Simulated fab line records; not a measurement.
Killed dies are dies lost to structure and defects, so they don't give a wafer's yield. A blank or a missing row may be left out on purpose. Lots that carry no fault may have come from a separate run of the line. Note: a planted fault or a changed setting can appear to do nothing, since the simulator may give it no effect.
Matching of chambers + flow n5-finfet + N5_BEOL_M0_SAQP_PECVD_97 on pecvd-01: 3 sister chambers
The step deposits SiNx from SiH4/NH3/N2, target thk 23 nm, time 19.9 s. 6 wafers are shown with their chamber, then 8 later ones without.

EACH WAFER AND ITS CHAMBER
| wafer  | chamber | throttle-valve-pct (%) | showerhead-plenum-p-Torr (Torr) |
|--------|---------|------------------------|---------------------------------|
| L082.1 | 0       | 38.0                   | 5.11                            |
| L082.3 | 2       | 41.8                   | 5.13                            |
| L082.4 | 2       | 41.9                   | 5.14                            |
| L082.5 | 1       | 42.9                   | 5.16                            |
| L082.6 | 0       | 37.9                   | 5.12                            |
| L084.1 | 1       | 43.1                   | 5.16                            |

WAFERS WITH NO CHAMBER GIVEN
| wafer  | throttle-valve-pct (%) | showerhead-plenum-p-Torr (Torr) |
|--------|------------------------|---------------------------------|
| L084.2 | 37.9                   | 5.11                            |
| L084.5 | 42.0                   | 5.14                            |
| L089.1 | 42.1                   | 5.13                            |
| L089.2 | 37.9                   | 5.13                            |
| L089.5 | 41.9                   | 5.16                            |
| L095.2 | 43.3                   | 5.15                            |
| L095.5 | 43.0                   | 5.14                            |
| L095.6 | 37.8                   | 5.13                            |

CHAMBER TAKEN BY EACH
| wafer  | from the rows above | in truth |
|--------|---------------------|----------|
| L084.2 | 0                   | 0        |
| L084.5 | 2                   | 2        |
| L089.1 | 2                   | 2        |
| L089.2 | 0                   | 0        |
| L089.5 | 2                   | 2        |
| L095.2 | 1                   | 1        |
| L095.5 | 1                   | 1        |
| L095.6 | 0                   | 0        |
Placed correctly: 8 of 8. Can't be placed from these rows: 0. 0 placed wrongly.
How it was worked out, from the rows above alone: a wafer's distance from a chamber is the root of the sum, over the readings, of the square of ((its reading less the chamber's mean) divided by the reading's scatter). If the next closest chamber is less than 2 further off than the closest, the wafer can't be placed; otherwise it belongs to the closest. For every chamber, the mean is computed from those of its wafers that are shown. The scatter: take each reading less its chamber's mean, square it, sum over the shown wafers, divide by the number of wafers less the number of chambers, and take the root.
